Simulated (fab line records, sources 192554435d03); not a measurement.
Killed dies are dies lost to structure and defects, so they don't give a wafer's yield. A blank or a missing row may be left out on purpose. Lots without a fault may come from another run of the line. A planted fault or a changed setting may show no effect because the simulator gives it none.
Split-lot experiment | flow n5_finfet | 7 lots, 21 wafers read, on a route of 1938 steps

THE SPLIT
At N5_HKMG_FIN_EXPOSE_46 (exposes mask NDIPOLE), the setting dose_mj was moved away from the recipe's 40 on 8 of the 21 wafers read, by -2.4% to +7.1%. The other wafers ran this setting at the recipe's value.

FROM THE SPLIT TO THE READING: what the file shows between them, 2 steps
- N5_HKMG_FIN_PEB_47: peb time 60 s
- N5_HKMG_FIN_DEVELOP_48: develop time 30 s

THE READING
cd_nm, in nm, at N5_HKMG_FIN_CD_MEAS_49 (target cd 202 nm). Fault-free wafers of this fab line usually give 202.1 nm, standard deviation 0.66 nm.

wafer  | tool, chamber at the split | dose_mj as run | against the recipe | cd_nm, nm | against lot-mates on the recipe
L076.2 | arfi_scanner-03, 0         | 40             | recipe             | 202.8     | -
L076.4 | arfi_scanner-03, 0         | 40             | recipe             | 201.7     | -
L076.6 | arfi_scanner-03, 0         | 40             | recipe             | 202.7     | -
L077.2 | arfi_scanner-03, 0         | 39.22          | -2.0%              | 201.2     | -0.4
L077.3 | arfi_scanner-03, 0         | 39.22          | -2.0%              | 201.0     | -0.6
L077.5 | arfi_scanner-03, 0         | 40             | recipe             | 201.6     | -
L078.1 | arfi_scanner-01, 0         | 39.02          | -2.4%              | 200.3     | -1.1
L078.3 | arfi_scanner-01, 0         | 40             | recipe             | 201.4     | -
L078.5 | arfi_scanner-01, 0         | 39.02          | -2.4%              | 200.5     | -0.9
L079.3 | arfi_scanner-03, 0         | 40             | recipe             | 201.8     | -
L079.4 | arfi_scanner-03, 0         | 40             | recipe             | 202.5     | -
L079.6 | arfi_scanner-03, 0         | 40             | recipe             | 201.8     | -
L083.2 | arfi_scanner-02, 0         | 40             | recipe             | 203.5     | -
L083.3 | arfi_scanner-02, 0         | 42.83          | +7.1%              | 206.3     | +2.9
L083.6 | arfi_scanner-02, 0         | 40             | recipe             | 203.4     | -
L093.2 | arfi_scanner-02, 0         | 40             | recipe             | 201.7     | -
L093.4 | arfi_scanner-02, 0         | 40.84          | +2.1%              | 202.6     | +0.5
L093.6 | arfi_scanner-02, 0         | 40             | recipe             | 202.5     | -
L096.2 | arfi_scanner-03, 0         | 40             | recipe             | 203.3     | -
L096.3 | arfi_scanner-03, 0         | 40.82          | +2.0%              | 203.5     | +0.2
L096.6 | arfi_scanner-03, 0         | 40.82          | +2.0%              | 204.7     | +1.4

THE FIT
A straight line over all 21 wafers: cd_nm changes by +0.61 nm for each +1% of dose_mj; r = +0.87; the points scatter about the line by 0.7 nm.
The same after taking each lot's own level away (the mean of its wafers on the recipe; 21 wafers): +0.379 nm for each +1%; r = +0.91; scatter 0.35 nm.
On that fit, the largest move of dose_mj shifts the reading by 2.7 nm.
The lots' own levels span 201.40 to 203.45 nm, that is 3.1 times the standard deviation above.
So the lot-to-lot level changes the slope: the two fits differ.
Check: with one of the wafers moved furthest among these (+7.1%) left out of the fit, the line predicts +2.44 nm for it against its lot-mates. It came out at +2.85 nm against them.

OTHER SPLITS ON THESE WAFERS
These wafers also went through other splits before the reading. Each is held against what the fit with the lots' levels taken away leaves over:
other split on the same wafers       | wafers away from the commonest value | r with cd_nm (lot level and that fit taken away)
N5_FIN_CUT_COAT_19 spin_rpm          | 11                                   | +0.02
N5_SD_EPI_N_ETCH_16 target_depth_a   | 6                                    | -0.20
N5_SD_EPI_N_EPI_21 epi_growth_time_s | 4                                    | +0.32
N5_SD_EPI_P_EPI_21 time_s            | 11                                   | +0.00
N5_HKMG_FIN_COAT_42 spin_rpm         | 10                                   | -0.30

THE FILE'S OWN FIT
cd_nm changes by +0.383 nm for each +1% of dose_mj, r = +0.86.
